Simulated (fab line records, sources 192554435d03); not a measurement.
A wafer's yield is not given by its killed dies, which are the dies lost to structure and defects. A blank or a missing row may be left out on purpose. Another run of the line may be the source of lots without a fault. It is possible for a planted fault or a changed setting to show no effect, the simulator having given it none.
fab line records || flow n5Finfet
record: {"lots": 4, "wafers": 12, "lastDay": 18}
route steps=1938 shown BEOL_M4@1094 BEOL_M5@1112 PASSIVATION@1936
lots that met no fault: from a run of the same line without faults
startH: hours from the record's first day to the start of the lot's first wafer shown || waitH: hours since the lot's step before || " same as the row above || L1.1+2: one row covering several wafers at once || - no value, or no start given || * or withheld: withheld || < > ~ a bound
route shown NAME@n: a module of which the file shows steps, and the number in the route of the first || usual: the fault-free wafers' mean and standard deviation || same: alike in all rows || chamber/n: place in a boat || sites: readings site by site || _std_site: the standard deviation of these || _edge_site: mean of outer sites minus mean of inner sites || radiusMm: for every site, how far away it sits from the centre of the wafer || mask NAME#n: copy n || behind: the most recent tool/chamber to have shaped the wafer || hold: the reason the lot was held/the length of the hold in hours/how it ended || device: the transistor (n, p or np) that didn't switch || end of line: the tests these same wafers got at the end of their route || a step with no rows: only its recipe || killed: not the wafer's yield, but the dies lost to structure and defects at the first sort || map: per-die view of a wafer (x killed, . not killed, _ where there is no die)
set.NAME: the run value of the setting; set.NAME@STEP: its run value at that earlier step || model.NAME: the simulator's own value behind a step, which no gauge read
lots seen at some steps along the route; tables by step, rows by wafer
services: when a tool's chamber went out of use (startH, in hours from the record's first day, below 0 if earlier), for how many hours, and the reason
== steps ==
step: N5_BEOL_M4_SPUTTER_90
recipe: {"material": "Cu", "targetThkA": 45, "tempC": -20, "chamberPressurePa": 0.07, "powerW": "withheld", "timeS": 8.29}
step: N5_BEOL_M4_ANNEAL_91
recipe: {"tempC": 400, "timeS": 240, "ambient": "vacuum"}
step: N5_BEOL_M4_SPUTTER_92
recipe: {"material": "Cu", "targetThkA": 45, "tempC": -20, "chamberPressurePa": 0.07, "powerW": "withheld", "timeS": 8.29}
step: N5_BEOL_M4_ANNEAL_93
recipe: {"tempC": 400, "timeS": 240, "ambient": "vacuum"}
step: N5_BEOL_M4_SPUTTER_94
recipe: {"material": "Cu", "targetThkA": 45, "tempC": -20, "chamberPressurePa": 0.07, "powerW": "withheld", "timeS": 8.29}
step: N5_BEOL_M4_ANNEAL_95
recipe: {"tempC": 400, "timeS": 240, "ambient": "vacuum"}
step: N5_BEOL_M4_SPUTTER_96
recipe: {"material": "Cu", "targetThkA": 45, "tempC": -20, "chamberPressurePa": 0.07, "powerW": "withheld", "timeS": 8.29}
step: N5_BEOL_M4_ECD_50
recipe: {"material": "Cu", "targetThkA": 3000}
step: N5_BEOL_M4_ANNEAL_51
recipe: {"tempC": 225, "timeS": 90, "ambient": "N2"}
step: N5_BEOL_M4_CMP_52
recipe: {"stopOn": "SiOC", "tOverpolishS": 6.8, "downForcePsi": 1, "platenRpm": 50, "clearingPlatenDownForcePsi": 1.5, "clearingPlatenRpm": 50, "postCmpClean": "cuAlkaline", "targetThkNm": 40, "clearingPlatenPadVelocityMS": 0.99484, "padVelocityMS": 0.99484}
step: N5_BEOL_M4_PRE_CLEAN_60
recipe: {"gas": "NH3/H2", "timeS": 15, "tempC": "*", "rfPowerW": 300}
step: N5_BEOL_M4_CO_CAP_55
recipe: {"material": "Co", "targetThkA": 20, "tempC": 200, "precursor": "CCTBA/H2", "pressureTorr": 30, "timeS": 102.1}
usual: {"heaterPowerW": "237/28"}
same: {"timeS": 102.1}
{"lot.wafer": "L848.1", "tool": "cvdCo-01", "chamber": 0, "startH": 210.67, "waitH": 0.0, "heaterPowerW": 213}
{"lot.wafer": "L848.3", "tool": "cvdCo-01", "chamber": 1, "startH": 210.67, "waitH": 0.0, "heaterPowerW": 222}
{"lot.wafer": "L848.5", "tool": "cvdCo-01", "chamber": 2, "startH": 210.67, "waitH": 0.0, "heaterPowerW": 210}
{"lot.wafer": "L853.1", "tool": "cvdCo-01", "chamber": 2, "startH": 216.12, "waitH": 0.0, "heaterPowerW": 214}
{"lot.wafer": "L853.5", "tool": "cvdCo-01", "chamber": 1, "startH": 216.12, "waitH": 0.0, "heaterPowerW": 222}
{"lot.wafer": "L853.6", "tool": "cvdCo-01", "chamber": 2, "startH": 216.12, "waitH": 0.0, "heaterPowerW": 217}
{"lot.wafer": "L864.1", "tool": "cvdCo-02", "chamber": 1, "startH": 287.33, "waitH": 0.0, "heaterPowerW": 298}
{"lot.wafer": "L864.2", "tool": "cvdCo-02", "chamber": 0, "startH": 287.33, "waitH": 0.0, "heaterPowerW": 234}
{"lot.wafer": "L864.4", "tool": "cvdCo-02", "chamber": 2, "startH": 287.33, "waitH": 0.0, "heaterPowerW": 255}
{"lot.wafer": "L866.1", "tool": "cvdCo-01", "chamber": 1, "startH": 308.01, "waitH": 0.0, "heaterPowerW": 223}
{"lot.wafer": "L866.3", "tool": "cvdCo-01", "chamber": 0, "startH": 308.01, "waitH": 0.0, "heaterPowerW": 215}
{"lot.wafer": "L866.4", "tool": "cvdCo-01", "chamber": 0, "startH": 308.01, "waitH": 0.0, "heaterPowerW": 213}
step: N5_BEOL_M4_PRE_CLEAN_56
recipe: {"gas": "NH3", "timeS": 15, "tempC": "withheld", "rfPowerW": 300}
step: N5_BEOL_M4_DEP_57
recipe: {"material": "SiCN", "targetThkA": 80, "tempC": "withheld", "precursor": "3MS/NH3", "pressureTorr": 3, "rfW": 202, "timeS": 14}
step: N5_BEOL_M4_INSPECT_59
recipe: {"inspectInstrument": "darkfield", "mode": "postDep"}
usual: {"rawDefectCount": "73/22"}
{"lot.wafer": "L848.1", "tool": "defectInspect-01", "chamber": "-", "startH": 210.88, "waitH": 0.0, "rawDefectCount": 520}
{"lot.wafer": "L848.3", "tool": "defectInspect-01", "chamber": "-", "startH": 210.88, "waitH": 0.0, "rawDefectCount": 479}
{"lot.wafer": "L848.5", "tool": "defectInspect-01", "chamber": "-", "startH": 210.88, "waitH": 0.0, "rawDefectCount": 536}
{"lot.wafer": "L853.1", "tool": "defectInspect-01", "chamber": "-", "startH": 216.33, "waitH": 0.0, "rawDefectCount": 592}
{"lot.wafer": "L853.5", "tool": "defectInspect-01", "chamber": "-", "startH": 216.33, "waitH": 0.0, "rawDefectCount": 552}
{"lot.wafer": "L853.6", "tool": "defectInspect-01", "chamber": "-", "startH": 216.33, "waitH": 0.0, "rawDefectCount": 570}
{"lot.wafer": "L864.1", "tool": "defectInspect-02", "chamber": "-", "startH": 287.54, "waitH": 0.0, "rawDefectCount": 82}
{"lot.wafer": "L864.2", "tool": "defectInspect-02", "chamber": "-", "startH": 287.54, "waitH": 0.0, "rawDefectCount": 73}
{"lot.wafer": "L864.4", "tool": "defectInspect-02", "chamber": "-", "startH": 287.54, "waitH": 0.0, "rawDefectCount": 84}
{"lot.wafer": "L866.1", "tool": "defectInspect-02", "chamber": "-", "startH": 308.22, "waitH": 0.0, "rawDefectCount": 79}
{"lot.wafer": "L866.3", "tool": "defectInspect-02", "chamber": "-", "startH": 308.22, "waitH": 0.0, "rawDefectCount": 62}
{"lot.wafer": "L866.4", "tool": "defectInspect-02", "chamber": "-", "startH": 308.22, "waitH": 0.0, "rawDefectCount": 87}
step: N5_BEOL_M4_RC_MEAS_101
usual: {"DIBL_N": "37.2/2.5", "DIBL_P": "38/3", "IOFF_N": "0.17/0.044", "IOFF_P": "0.24/0.059", "ION_N": "667/13", "ION_P": "461/7.9", "SS_N": "71.8/0.86", "SS_P": "73.6/0.92", "VT_N": "250/4.1", "VT_P": "-249/3.9"}
{"lot.wafer": "L848.1", "tool": "prober-01", "chamber": 0, "startH": 210.90, "waitH": 0.0, "DIBL_N[mV/V]": 39.0, "DIBL_P[mV/V]": 40, "IOFF_N[nA/um]": 0.20, "IOFF_P[nA/um]": 0.27, "ION_N[uA/um]": 672, "ION_P[uA/um]": 458, "SS_N[mV/dec]": 72.4, "SS_P[mV/dec]": 74.9, "VT_N[mV]": 249, "VT_P[mV]": -247}
{"lot.wafer": "L848.3", "tool": "prober-01", "chamber": 0, "startH": 210.90, "waitH": 0.0, "DIBL_N[mV/V]": 40.6, "DIBL_P[mV/V]": 43, "IOFF_N[nA/um]": 0.26, "IOFF_P[nA/um]": 0.37, "ION_N[uA/um]": 687, "ION_P[uA/um]": 472, "SS_N[mV/dec]": 72.8, "SS_P[mV/dec]": 75.7, "VT_N[mV]": 243, "VT_P[mV]": -244}
{"lot.wafer": "L848.5", "tool": "prober-01", "chamber": 0, "startH": 210.90, "waitH": 0.0, "DIBL_N[mV/V]": 35.4, "DIBL_P[mV/V]": 34, "IOFF_N[nA/um]": 0.13, "IOFF_P[nA/um]": 0.18, "ION_N[uA/um]": 654, "ION_P[uA/um]": 457, "SS_N[mV/dec]": 71.2, "SS_P[mV/dec]": 73.9, "VT_N[mV]": 252, "VT_P[mV]": -252}
{"lot.wafer": "L853.1", "tool": "prober-02", "chamber": 0, "startH": 216.35, "waitH": 0.0, "DIBL_N[mV/V]": 34.9, "DIBL_P[mV/V]": 33, "IOFF_N[nA/um]": 0.10, "IOFF_P[nA/um]": 0.18, "ION_N[uA/um]": 653, "ION_P[uA/um]": 456, "SS_N[mV/dec]": 71.6, "SS_P[mV/dec]": 72.5, "VT_N[mV]": 257, "VT_P[mV]": -249}
{"lot.wafer": "L853.5", "tool": "prober-02", "chamber": 0, "startH": 216.35, "waitH": 0.0, "DIBL_N[mV/V]": 39.0, "DIBL_P[mV/V]": 39, "IOFF_N[nA/um]": 0.18, "IOFF_P[nA/um]": 0.28, "ION_N[uA/um]": 681, "ION_P[uA/um]": 467, "SS_N[mV/dec]": 71.6, "SS_P[mV/dec]": 74.6, "VT_N[mV]": 249, "VT_P[mV]": -246}
{"lot.wafer": "L853.6", "tool": "prober-02", "chamber": 0, "startH": 216.35, "waitH": 0.0, "DIBL_N[mV/V]": 35.7, "DIBL_P[mV/V]": 34, "IOFF_N[nA/um]": 0.12, "IOFF_P[nA/um]": 0.20, "ION_N[uA/um]": 665, "ION_P[uA/um]": 461, "SS_N[mV/dec]": 71.2, "SS_P[mV/dec]": 73.0, "VT_N[mV]": 255, "VT_P[mV]": -249}
{"lot.wafer": "L864.1", "tool": "prober-01", "chamber": 0, "startH": 287.56, "waitH": 0.0, "DIBL_N[mV/V]": 37.8, "DIBL_P[mV/V]": 39, "IOFF_N[nA/um]": 0.18, "IOFF_P[nA/um]": 0.26, "ION_N[uA/um]": 665, "ION_P[uA/um]": 455, "SS_N[mV/dec]": 71.2, "SS_P[mV/dec]": 74.3, "VT_N[mV]": 251, "VT_P[mV]": -249}
{"lot.wafer": "L864.2", "tool": "prober-01", "chamber": 0, "startH": 287.56, "waitH": 0.0, "DIBL_N[mV/V]": 32.8, "DIBL_P[mV/V]": 34, "IOFF_N[nA/um]": 0.11, "IOFF_P[nA/um]": 0.17, "ION_N[uA/um]": 665, "ION_P[uA/um]": 457, "SS_N[mV/dec]": 69.9, "SS_P[mV/dec]": 72.4, "VT_N[mV]": 255, "VT_P[mV]": -254}
{"lot.wafer": "L864.4", "tool": "prober-01", "chamber": 0, "startH": 287.56, "waitH": 0.0, "DIBL_N[mV/V]": 38.9, "DIBL_P[mV/V]": 41, "IOFF_N[nA/um]": 0.22, "IOFF_P[nA/um]": 0.31, "ION_N[uA/um]": 675, "ION_P[uA/um]": 470, "SS_N[mV/dec]": 72.3, "SS_P[mV/dec]": 75.3, "VT_N[mV]": 249, "VT_P[mV]": -244}
{"lot.wafer": "L866.1", "tool": "prober-02", "chamber": 0, "startH": 308.25, "waitH": 0.0, "DIBL_N[mV/V]": 36.7, "DIBL_P[mV/V]": 38, "IOFF_N[nA/um]": 0.15, "IOFF_P[nA/um]": 0.21, "ION_N[uA/um]": 664, "ION_P[uA/um]": 457, "SS_N[mV/dec]": 71.7, "SS_P[mV/dec]": 73.5, "VT_N[mV]": 253, "VT_P[mV]": -253}
{"lot.wafer": "L866.3", "tool": "prober-02", "chamber": 0, "startH": 308.25, "waitH": 0.0, "DIBL_N[mV/V]": 40.4, "DIBL_P[mV/V]": 42, "IOFF_N[nA/um]": 0.23, "IOFF_P[nA/um]": 0.28, "ION_N[uA/um]": 681, "ION_P[uA/um]": 467, "SS_N[mV/dec]": 73.5, "SS_P[mV/dec]": 74.7, "VT_N[mV]": 247, "VT_P[mV]": -250}
{"lot.wafer": "L866.4", "tool": "prober-02", "chamber": 0, "startH": 308.25, "waitH": 0.0, "DIBL_N[mV/V]": 38.8, "DIBL_P[mV/V]": 41, "IOFF_N[nA/um]": 0.20, "IOFF_P[nA/um]": 0.27, "ION_N[uA/um]": 670, "ION_P[uA/um]": 457, "SS_N[mV/dec]": 72.7, "SS_P[mV/dec]": 74.5, "VT_N[mV]": 246, "VT_P[mV]": -249}
step: N5_BEOL_M5_ILD_DEP_00
recipe: {"material": "SiCOH_lowk", "targetThkA": 1406.4, "tempC": 300, "precursor": "DEMS/porogen", "pressureTorr": 5, "rfW": 500, "timeS": 25.9}
step: N5_BEOL_M5_CURE_79
recipe: {"tempC": 385, "timeS": 240, "ambient": "He/Ar", "material": "SiCOH_lowk"}
step: N5_BEOL_M5_PECVD_70
recipe: {"material": "SiO2", "targetThkA": 160, "tempC": 400, "precursor": "TEOS/O2", "pressureTorr": 5.5, "rfW": 450, "teosFlowSccm": 53.8, "gas": "O2", "flowSccm": 3000, "timeS": 18}
step: N5_BEOL_M5_HM_DEP_02
recipe: {"material": "TiN", "targetThkA": 200, "tempC": 25, "chamberPressurePa": 0.49996}
step: N5_BEOL_M5_COAT_59
recipe: {"resist": "SOC", "tempC": 250, "timeS": 60, "spinRpm": 1500, "resistThkNm": 60}
step: N5_BEOL_M5_COAT_60
recipe: {"resist": "SiARC", "tempC": 220, "timeS": 60, "spinRpm": 1500, "resistThkNm": 12}
step: N5_BEOL_M5_COAT_71
recipe: {"resist": "underlayer", "tempC": 205, "timeS": 60, "spinRpm": 1500, "resistThkNm": 5}
step: N5_BEOL_M5_COAT_05
recipe: {"resist": "CAR-EUV", "spinRpm": 1500, "resistThkNm": 30}
step: N5_BEOL_M5_EBR_07
recipe: {"solvent": "PGMEA", "ebrWidthMm": 1.5}
step: N5_BEOL_M5_SOFTBAKE_06
recipe: {"tempC": 110, "timeS": 60, "resist": "CAR-EUV"}
step: N5_BEOL_M5_EXPOSE_08
recipe: {"maskId": "M5", "na": 0.33, "sourceShape": "annular", "sigmaInner": 0.4, "sigmaOuter": 0.8, "polarization": "unpolarized", "targetCdNm": 28, "doseMj": 35.75}
step: N5_BEOL_M5_PEB_09
recipe: {"pebTempC": 100, "pebTimeS": 60, "resist": "CAR-EUV"}
step: N5_BEOL_M5_DEVELOP_10
recipe: {"developTimeS": 30, "developer": "TMAH", "resist": "CAR-EUV", "rinseLiquid": "surfactantRinse", "dry": "airSpin", "devTempC": 23}
step: N5_BEOL_M5_INSPECT_13
recipe: {"mode": "adi", "inspectInstrument": "brightfield"}
usual: {"rawDefectCount": "401/86"}
{"lot.wafer": "L848.1", "tool": "defectInspect-02", "chamber": "-", "startH": 216.22, "waitH": 0.1, "rawDefectCount": 763}
{"lot.wafer": "L848.3", "tool": "defectInspect-02", "chamber": "-", "startH": 216.22, "waitH": 0.1, "rawDefectCount": 689}
{"lot.wafer": "L848.5", "tool": "defectInspect-02", "chamber": "-", "startH": 216.22, "waitH": 0.1, "rawDefectCount": 838}
{"lot.wafer": "L853.1", "tool": "defectInspect-01", "chamber": "-", "startH": 220.66, "waitH": 0.1, "rawDefectCount": 980}
{"lot.wafer": "L853.5", "tool": "defectInspect-01", "chamber": "-", "startH": 220.66, "waitH": 0.1, "rawDefectCount": 950}
{"lot.wafer": "L853.6", "tool": "defectInspect-01", "chamber": "-", "startH": 220.66, "waitH": 0.1, "rawDefectCount": 903}
{"lot.wafer": "L864.1", "tool": "defectInspect-01", "chamber": "-", "startH": 290.45, "waitH": 0.1, "rawDefectCount": 328}
{"lot.wafer": "L864.2", "tool": "defectInspect-01", "chamber": "-", "startH": 290.45, "waitH": 0.1, "rawDefectCount": 266}
{"lot.wafer": "L864.4", "tool": "defectInspect-01", "chamber": "-", "startH": 290.45, "waitH": 0.1, "rawDefectCount": 362}
{"lot.wafer": "L866.1", "tool": "defectInspect-02", "chamber": "-", "startH": 312.11, "waitH": 0.1, "rawDefectCount": 381}
{"lot.wafer": "L866.3", "tool": "defectInspect-02", "chamber": "-", "startH": 312.11, "waitH": 0.1, "rawDefectCount": 388}
{"lot.wafer": "L866.4", "tool": "defectInspect-02", "chamber": "-", "startH": 312.11, "waitH": 0.1, "rawDefectCount": 387}
step: N5_BEOL_M5_DESCUM_16
recipe: {"chemistry": "O2", "timeS": 7, "sourcePowerW": 50, "biasPowerW": 20, "pressureMtorr": 20, "rfFrequencyHz": 2.712e+07, "tempC": 40, "resist": "CAR-EUV", "o2FlowSccm": 225}
step: N5_PASSIVATION_PROBE_49
usual: {"defectLimitedYield": "91.5/1.4", "killed_at_M0_to_M3": "32/11", "killed_at_M4_up": "12/4.4", "killedAtContacts": "13/6.1", "killedAtFrontEnd": "39/12", "killedAtOther": "3.9/3", "killedDies": "100/17", "killedOpen": "66/12", "killedShort": "33/7.4", "sort_bin_4_leakage": "0.03/0.14", "sort_bin_5_function": "5.0/0.95", "sort_bin_6_memory": "3.2/0.66", "sortNPass": "1079/17", "sortYieldPct": "91.4/1.5"}
same: {"grossDies": 1180, "killedAtBackSide": 0, "sort_bin_8_speed[%]": 0}
{"lot.wafer": "L848.1", "tool": "prober-01", "chamber": "-", "startH": 325.18, "waitH": 0.0, "defectLimitedYield[%]": 81.6, "killed_at_M0_to_M3": 37, "killed_at_M4_up": 115, "killedAtContacts": 16, "killedAtFrontEnd": 45, "killedAtOther": 4, "killedDies": 217, "killedOpen": 74, "killedShort": 29, "sort_bin_4_leakage[%]": 0, "sort_bin_5_function[%]": 11.8, "sort_bin_6_memory[%]": 4.5, "sortNPass": 963, "sortYieldPct[%]": 81.6}
{"lot.wafer": "L848.3", "tool": "prober-01", "chamber": "-", "startH": 325.28, "waitH": 0.1, "defectLimitedYield[%]": 79.3, "killed_at_M0_to_M3": 35, "killed_at_M4_up": 128, "killedAtContacts": 12, "killedAtFrontEnd": 66, "killedAtOther": 3, "killedDies": 244, "killedOpen": 74, "killedShort": 50, "sort_bin_4_leakage[%]": 0.08, "sort_bin_5_function[%]": 13.2, "sort_bin_6_memory[%]": 5.3, "sortNPass": 935, "sortYieldPct[%]": 79.2}
{"lot.wafer": "L848.5", "tool": "prober-01", "chamber": "-", "startH": 325.38, "waitH": 0.2, "defectLimitedYield[%]": 80.8, "killed_at_M0_to_M3": 37, "killed_at_M4_up": 128, "killedAtContacts": 20, "killedAtFrontEnd": 33, "killedAtOther": 8, "killedDies": 226, "killedOpen": 66, "killedShort": 37, "sort_bin_4_leakage[%]": 0, "sort_bin_5_function[%]": 13.7, "sort_bin_6_memory[%]": 3.6, "sortNPass": 954, "sortYieldPct[%]": 80.8}
{"lot.wafer": "L853.1", "tool": "prober-02", "chamber": "-", "startH": 331.98, "waitH": 0.0, "defectLimitedYield[%]": 79.7, "killed_at_M0_to_M3": 30, "killed_at_M4_up": 126, "killedAtContacts": 21, "killedAtFrontEnd": 60, "killedAtOther": 2, "killedDies": 239, "killedOpen": 92, "killedShort": 36, "sort_bin_4_leakage[%]": 0, "sort_bin_5_function[%]": 13.1, "sort_bin_6_memory[%]": 4.8, "sortNPass": 941, "sortYieldPct[%]": 79.7}
{"lot.wafer": "L853.5", "tool": "prober-02", "chamber": "-", "startH": 332.18, "waitH": 0.2, "defectLimitedYield[%]": 80.9, "killed_at_M0_to_M3": 20, "killed_at_M4_up": 127, "killedAtContacts": 19, "killedAtFrontEnd": 56, "killedAtOther": 3, "killedDies": 225, "killedOpen": 73, "killedShort": 35, "sort_bin_4_leakage[%]": 0, "sort_bin_5_function[%]": 11.2, "sort_bin_6_memory[%]": 5.9, "sortNPass": 955, "sortYieldPct[%]": 80.9}
{"lot.wafer": "L853.6", "tool": "prober-02", "chamber": "-", "startH": 332.23, "waitH": 0.3, "defectLimitedYield[%]": 81.0, "killed_at_M0_to_M3": 38, "killed_at_M4_up": 126, "killedAtContacts": 21, "killedAtFrontEnd": 34, "killedAtOther": 5, "killedDies": 224, "killedOpen": 73, "killedShort": 43, "sort_bin_4_leakage[%]": 0, "sort_bin_5_function[%]": 11.9, "sort_bin_6_memory[%]": 5.4, "sortNPass": 956, "sortYieldPct[%]": 81.0}
{"lot.wafer": "L864.1", "tool": "prober-02", "chamber": "-", "startH": 394.03, "waitH": 0.0, "defectLimitedYield[%]": 89.4, "killed_at_M0_to_M3": 30, "killed_at_M4_up": 20, "killedAtContacts": 7, "killedAtFrontEnd": 66, "killedAtOther": 2, "killedDies": 125, "killedOpen": 90, "killedShort": 30, "sort_bin_4_leakage[%]": 0, "sort_bin_5_function[%]": 6.4, "sort_bin_6_memory[%]": 3.9, "sortNPass": 1055, "sortYieldPct[%]": 89.4}
{"lot.wafer": "L864.2", "tool": "prober-02", "chamber": "-", "startH": 394.08, "waitH": 0.1, "defectLimitedYield[%]": 91.9, "killed_at_M0_to_M3": 24, "killed_at_M4_up": 20, "killedAtContacts": 9, "killedAtFrontEnd": 41, "killedAtOther": 2, "killedDies": 96, "killedOpen": 66, "killedShort": 24, "sort_bin_4_leakage[%]": 0, "sort_bin_5_function[%]": 5.5, "sort_bin_6_memory[%]": 2.1, "sortNPass": 1084, "sortYieldPct[%]": 91.9}
{"lot.wafer": "L864.4", "tool": "prober-02", "chamber": "-", "startH": 394.18, "waitH": 0.2, "defectLimitedYield[%]": 90.2, "killed_at_M0_to_M3": 46, "killed_at_M4_up": 17, "killedAtContacts": 7, "killedAtFrontEnd": 43, "killedAtOther": 3, "killedDies": 116, "killedOpen": 76, "killedShort": 32, "sort_bin_4_leakage[%]": 0, "sort_bin_5_function[%]": 5.7, "sort_bin_6_memory[%]": 3.8, "sortNPass": 1064, "sortYieldPct[%]": 90.2}
killed by level:class
L848.1 BEOL_M4:unspecified=99 FIN_CUT:areaEtch=15 FIN_SAQP:geometricParticle:open=10 MOL_CONTACT_COAG:geometricParticle:open=9 BEOL_M1:geometricParticle:open=8 MOL_CONTACT_COAG:geometricParticle:short=7 BEOL_M4:geometricParticle:open=7 BEOL_M0_SAQP:geometricParticle:open=6
L848.3 BEOL_M4:unspecified=119 FIN_SAQP:geometricParticle:short=19 FIN_SAQP:geometricParticle:open=17 MOL_CONTACT_COAG:geometricParticle:open=8 GATE_CUT:geometricParticle:short=7 BEOL_M1:geometricParticle:open=7 BEOL_M0_SAQP:geometricParticle:short=6 BEOL_M2:geometricParticle:open=6
L848.5 BEOL_M4:unspecified=121 MOL_CONTACT_COAG:geometricParticle:open=17 FIN_SAQP:geometricParticle:open=9 BEOL_M0_SAQP:geometricParticle:short=9 BEOL_M0_SAQP:geometricParticle:open=9 BEOL_M2:geometricParticle:open=7 GATE_CUT:geometricParticle:short=6 BEOL_M4:geometricParticle:open=6
L853.1 BEOL_M4:unspecified=111 FIN_SAQP:geometricParticle:open=18 MOL_CONTACT_COAG:geometricParticle:open=18 STI_FIN_REVEAL:geometricParticle:open=16 FIN_SAQP:geometricParticle:short=12 BEOL_M0_SAQP:geometricParticle:short=7 BEOL_M0_SAQP:geometricParticle:open=6 BEOL_M2:geometricParticle:open=6
L853.5 BEOL_M4:unspecified=117 STI_FIN_REVEAL:geometricParticle:open=23 MOL_CONTACT_COAG:geometricParticle:open=14 FIN_SAQP:geometricParticle:open=8 STI_FIN_REVEAL:geometricParticle:short=6 MOL_CONTACT_COAG:geometricParticle:short=5 FIN_SAQP:geometricParticle:short=4 BEOL_M0_SAQP:geometricParticle:short=4
L853.6 BEOL_M4:unspecified=107 MOL_CONTACT_COAG:geometricParticle:open=16 BEOL_M0_SAQP:geometricParticle:short=10 FIN_SAQP:geometricParticle:short=9 BEOL_M0_SAQP:geometricParticle:open=9 FIN_SAQP:geometricParticle:open=8 BEOL_M1:geometricParticle:open=8 BEOL_M4:geometricParticle:open=8
L864.1 FIN_SAQP:geometricParticle:open=28 STI_FIN_REVEAL:geometricParticle:open=13 BEOL_M4:geometricParticle:open=7 DUMMY_GATE:geometricParticle:open=6 BEOL_M1:geometricParticle:open=6 FIN_SAQP:geometricParticle:short=5 MOL_CONTACT_COAG:geometricParticle:open=5 BEOL_M0_SAQP:geometricParticle:short=5
L864.2 STI_FIN_REVEAL:geometricParticle:open=15 FIN_SAQP:geometricParticle:open=9 BEOL_M4:geometricParticle:open=8 MOL_CONTACT_COAG:geometricParticle:open=6 GATE_CUT:geometricParticle:short=5 BEOL_M0_SAQP:geometricParticle:open=5 BEOL_M3:geometricParticle:open=5 BEOL_M0_SAQP:geometricParticle:short=4
L864.4 BEOL_M0_SAQP:geometricParticle:open=11 BEOL_M3:geometricParticle:open=11 STI_FIN_REVEAL:geometricParticle:open=10 BEOL_M4:geometricParticle:open=9 MOL_CONTACT_COAG:geometricParticle:open=6 BEOL_M0_SAQP:geometricParticle:short=6 FIN_SAQP:geometricParticle:short=5 DUMMY_GATE:geometricParticle:open=4
map L848.3 (x killed, . not)
_________________...xx...x...________________
______________...x.x............_____________
___________...x....................__________
__________.x....x............x.x...._________
________x....x..........x....xx...x..._______
_______..........x....x................______
______.x.........xx.......x............._____
_____.......xx.....x..................x..____
____..............x.x...x.........x.x.....___
___.............x.x.........x......x.......__
___.x...................x.x..x.............__
__...x.xx.xx...............x......x........._
__.....x......x....x....x..xx..x............_
_x..x.........x.............x..............x.
_...x.x.x....x......x.x............x.........
_.......x..x............................x..x.
_.......x....x............x.x...........x....
_x.........xx.......x................x.......
_..x...............xx.xxxxx...x..............
_..............x.xxxx.xxxx....x...x..........
_........x......x.xxxxxxxxxxx..x.............
__...x..x......xxxxxxxxxxxxxx.x............._
__.x..x..x.....x.xxxxxxxxxxxx..........x...._
___..x.......xxxxxxxxxxxxxxxx..x..x........__
___..........xx.xxxxxxxxxxxx.x....x...x...x__
____...........xxxxxxxxxxxxx..............___
_____...........x.xxxxxxxxx............x.____
______x.......x....xxxxxxxx............._____
_______...x........xx...x.xx...........______
________..x...x.x...x.x.........x...x._______
__________..........x..x............_________
___________...xx.......x...........__________
______________x..x.x......x....._____________
_________________.x...xx...x.________________
map L853.1 (x killed, . not)
_________________....x.xx..x.________________
______________........x....x...._____________
___________x..x..x............x..x.__________
__________......x.x.......x........._________
________x....x.xxx......x............._______
_______..xx.xxxxxxx....................______
______..xxxxxxxxxx...............x..xx.._____
_____x.xxxxxxxxxxxx...x.x...............x____
____..x.xxxxxxxxxxxx.x...........xx.......___
___......xxxxxxxxxxxx...x...........x......__
___.....xxxxxxxxxxxxx.x.....x..........x.x.__
__....x..xxxxxxxxx.xxx.........xx..........._
__......xxxxxxxxxx.xxx.x...x.....x..x..x...._
_........x..xxxxx.xx.............x...........
_.x........xxxxxx.xx.............x......x....
_....x.....x....xx......x.....x.....xx.x.....
_.........x..x.....x.........................
_.........x....x.................x.........x.
_x.....x.......x........x.x.xx....x....x.....
_....x...........x......x.............x......
_.............x...........x..................
__..........x.......x.....x..x.............._
__...x........x..x...x..x....x.......xx.x..._
___...............x...xxx.........x.x......__
___x..xx...................................__
____......x..x........x.................xx___
_____........x...........x.x....x....xx..____
______.......x....x................x...._____
_______................................______
________..x.................x....x.x.._______
__________...x..............x......._________
___________...xx..x............x...__________
______________.......xx.x.....x._____________
_________________............________________
== services ==
{"tool": "cvdCo-01", "chamber": 0, "startH": 188.27, "hours": 2.6, "kind": "repair"}
{"tool": "cvdCo-01", "chamber": "-", "startH": 218.10, "hours": 0.7, "kind": "repair"}
{"tool": "cvdCo-01", "chamber": "-", "startH": 244.77, "hours": 0.8, "kind": "repair"}
{"tool": "cvdCo-02", "chamber": "-", "startH": 298.91, "hours": 4.3, "kind": "pm"}
{"tool": "cvdCo-01", "chamber": "-", "startH": 304.14, "hours": 0.2, "kind": "repair"}
== key ==
firstSign: {"step": "N5_BEOL_M4_INSPECT_59", "reading": "rawDefectCount", "direction": "up", "sigmas": 21, "usual": 73, "struck": 542}
effect: {"step": "N5_BEOL_M5_INSPECT_13", "reading": "rawDefectCount", "direction": "up", "sigmas": 5.2, "usual": 401, "struck": 854}
effect: {"step": "N5_PASSIVATION_PROBE_49", "reading": "killed_at_M4_up", "direction": "up", "sigmas": 25, "usual": 12, "struck": 125}
moreKillsBornAt: {"N5_BEOL_M4_CO_CAP_55@cvdCo-01": 674}
metAt N5_BEOL_M4_CO_CAP_55
struckWafers L848.1,L848.3,L848.5,L853.1,L853.5,L853.6
baselineLoss: {"step": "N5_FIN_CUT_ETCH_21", "wafers": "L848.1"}
fault: {"kind": "chamberParticleSource", "tool": "cvdCo-01", "chamber": "-", "onsetH": 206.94, "steps": "N5_BEOL_M4_CO_CAP_55", "ratePerVisitCm2": 0.71796, "endH": 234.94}
baselineLoss: these wafers lose ten dies or more at that step, a loss of the line's own and not of a fault; the sort's usual values leave them out
